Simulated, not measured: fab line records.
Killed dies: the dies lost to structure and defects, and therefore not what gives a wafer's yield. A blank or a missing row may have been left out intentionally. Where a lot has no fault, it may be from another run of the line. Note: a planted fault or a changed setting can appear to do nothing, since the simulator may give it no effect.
A single fault, viewed from 2 desks ; flow n5-finfet ; only its own numbers are on each desk; what lay behind them is given at the end

## TOOL OWNER'S DESK, rie-diel-01
The tool's own readings at N5_BEOL_M3_ETCH_64 (etches SOC in N2/H2, target depth 75 nm, overetch 15 nm, time 112.5 s): means of the sampled wafers that have a number, for each lot that ran on this tool. If a lot's mean is further than 4 standard deviations from the usual mean, the lot is out of limits and carries the mark OUT (the distance appears in the brackets).
Columns: A = bias-w at N5_BEOL_M3_ETCH_64, usual 150.1 W; B = drypump-motor-current-A at N5_BEOL_M3_ETCH_64, usual 5.9 A; C = oes-product-au at N5_BEOL_M3_ETCH_64, usual 0.62 a.u.; D = rf-vpp-V at N5_BEOL_M3_ETCH_64, usual 524.4 V; E = showerhead-plenum-p-Torr at N5_BEOL_M3_ETCH_64, usual 2.56 Torr; F = throttle-valve-pct at N5_BEOL_M3_ETCH_64, usual 17.85 %
lot;first seen here;A;B;C;D;E;F
L315;day 7 20:50;150.1;5.9;0.57;525.7;2.56;17.97
L323;day 9 17:04;122.0 (-61) OUT;5.9;0.56;456.8 (-45) OUT;2.49;17.91
L324;day 10 03:53;136.0 (-31) OUT;5.7;0.54;492.6 (-21) OUT;2.58;18.07
L330;day 11 06:25;150.2;5.9;0.64;524.6;2.55;17.87
This desk finds L323, L324 out of limits, L323 being first, at day 9 17:04 (bias-w at N5_BEOL_M3_ETCH_64). L315, L330 stayed within limits.

## AT THE METROLOGY DESK
Lot by lot, what the gauges showed, no matter which tool ran the lot: averages of those sampled wafers that carry a number. If a lot's mean is further than 4 standard deviations from the usual mean, the lot is out of limits and carries the mark OUT (the distance appears in the brackets). 7 of its 10 readings are shown, namely those furthest out on some lot.
Columns: A = DIBL_P at N5_BEOL_M4_RC_MEAS_101, usual 36.3 mV/V; B = IOFF_N at N5_BEOL_M4_RC_MEAS_101, usual 0.163 nA/um; C = IOFF_P at N5_BEOL_M4_RC_MEAS_101, usual 0.21 nA/um; D = ION_P at N5_BEOL_M4_RC_MEAS_101, usual 461 uA/um; E = SS_N at N5_BEOL_M4_RC_MEAS_101, usual 71.6 mV/dec; F = SS_P at N5_BEOL_M4_RC_MEAS_101, usual 73.3 mV/dec; G = VT_P at N5_BEOL_M4_RC_MEAS_101, usual -250 mV
lot;first seen here;A;B;C;D;E;F;G
L313;day 8 02:40;37.5;0.182;0.22;458;71.8;73.0;-249
L315;day 8 18:12;36.3;0.162;0.18;452;71.7;73.0;-254
L323;day 10 12:55;34.7;0.145;0.19;461;71.5;73.1;-253
L324;day 10 23:44;36.9;0.181;0.23;464;71.4;73.8;-249
L330;day 11 22:14;35.4;0.152;0.18;455;71.3;72.9;-255
L329;day 12 02:36;36.3;0.158;0.20;465;70.9;72.7;-250
L334;day 13 12:08;31.6;0.128;0.15;450;70.9;72.5;-257
L333;day 13 15:14;35.0;0.142;0.20;457;71.0;72.8;-249
L335;day 13 18:05;36.0;0.174;0.25;463;71.7;73.1;-245
Result from this desk: across the 9 lots, nothing is out of limits.

## TAKEN TOGETHER
An alarm could have come from the tool owner's desk at day 9 17:04, on L323, L324.
At the metrology desk, nothing out of limits was observed.
The metrology desk holds a record of L323, L324, inside its limits.
On rie-diel-01, each named lot ran N5_BEOL_M3_ETCH_64.

## WHAT THE SIMULATOR HAD INSERTED
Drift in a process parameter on rie-diel-01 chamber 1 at N5_BEOL_M3_ETCH_64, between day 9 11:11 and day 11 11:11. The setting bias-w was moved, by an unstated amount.
Shown lots that were struck: L323, L324.
Time in hours from fault onset to the first out-of-limits reading at each desk: the tool owner's desk, 6.
